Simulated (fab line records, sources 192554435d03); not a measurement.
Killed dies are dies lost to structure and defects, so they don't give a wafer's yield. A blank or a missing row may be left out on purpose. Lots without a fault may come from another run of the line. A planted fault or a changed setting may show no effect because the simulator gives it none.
Chamber matching | flow n5_finfet | N5_BEOL_M5_CMP_52 on cmp-01: 4 sister chambers
The step polishes, stops on SiCOH lowk, t overpolish 6.9 s, target thk 62 nm. 4 wafers are shown with their chamber, then 9 later ones without.

WAFERS WITH THEIR CHAMBER
wafer  | chamber | motor_current_A (A)
L085.5 | 2       | 6.5
L089.2 | 3       | 6.9
L089.3 | 1       | 6.3
L089.4 | 0       | 6.0

WAFERS WITHOUT THEIR CHAMBER
wafer  | motor_current_A (A)
L091.3 | 6.6
L091.4 | 7.0
L091.5 | 6.8
L093.1 | 7.2
L093.4 | 6.2
L093.5 | 6.2
L092.4 | 6.2
L092.5 | 5.9
L092.6 | 6.6

WHICH CHAMBER EACH WENT THROUGH
wafer  | from the rows above          | in truth
L091.3 | can't be placed: 2 or 1 or 3 | 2
L091.4 | 3                            | 3
L091.5 | can't be placed: 3 or 2      | 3
L093.1 | 3                            | 3
L093.4 | can't be placed: 1 or 0 or 2 | 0
L093.5 | can't be placed: 1 or 0 or 2 | 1
L092.4 | can't be placed: 1 or 0 or 2 | 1
L092.5 | 0                            | 0
L092.6 | can't be placed: 2 or 1 or 3 | 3
Placed correctly: 3 of 9. Can't be placed from these rows: 6 (the true chamber is among the candidates in 6). Placed wrongly: 0.
How it was worked out, from the rows above alone: a wafer's distance from a chamber is the root of the sum, over the readings, of the square of ((its reading less the chamber's mean) divided by the reading's scatter). The wafer belongs to the nearest chamber; if the next one is less than 2 further off, it can't be placed. A chamber's mean is the mean of its shown wafers. The scatter: with one shown wafer a chamber, the root of the mean of the squares of how far each hidden wafer lies from its nearest shown one.
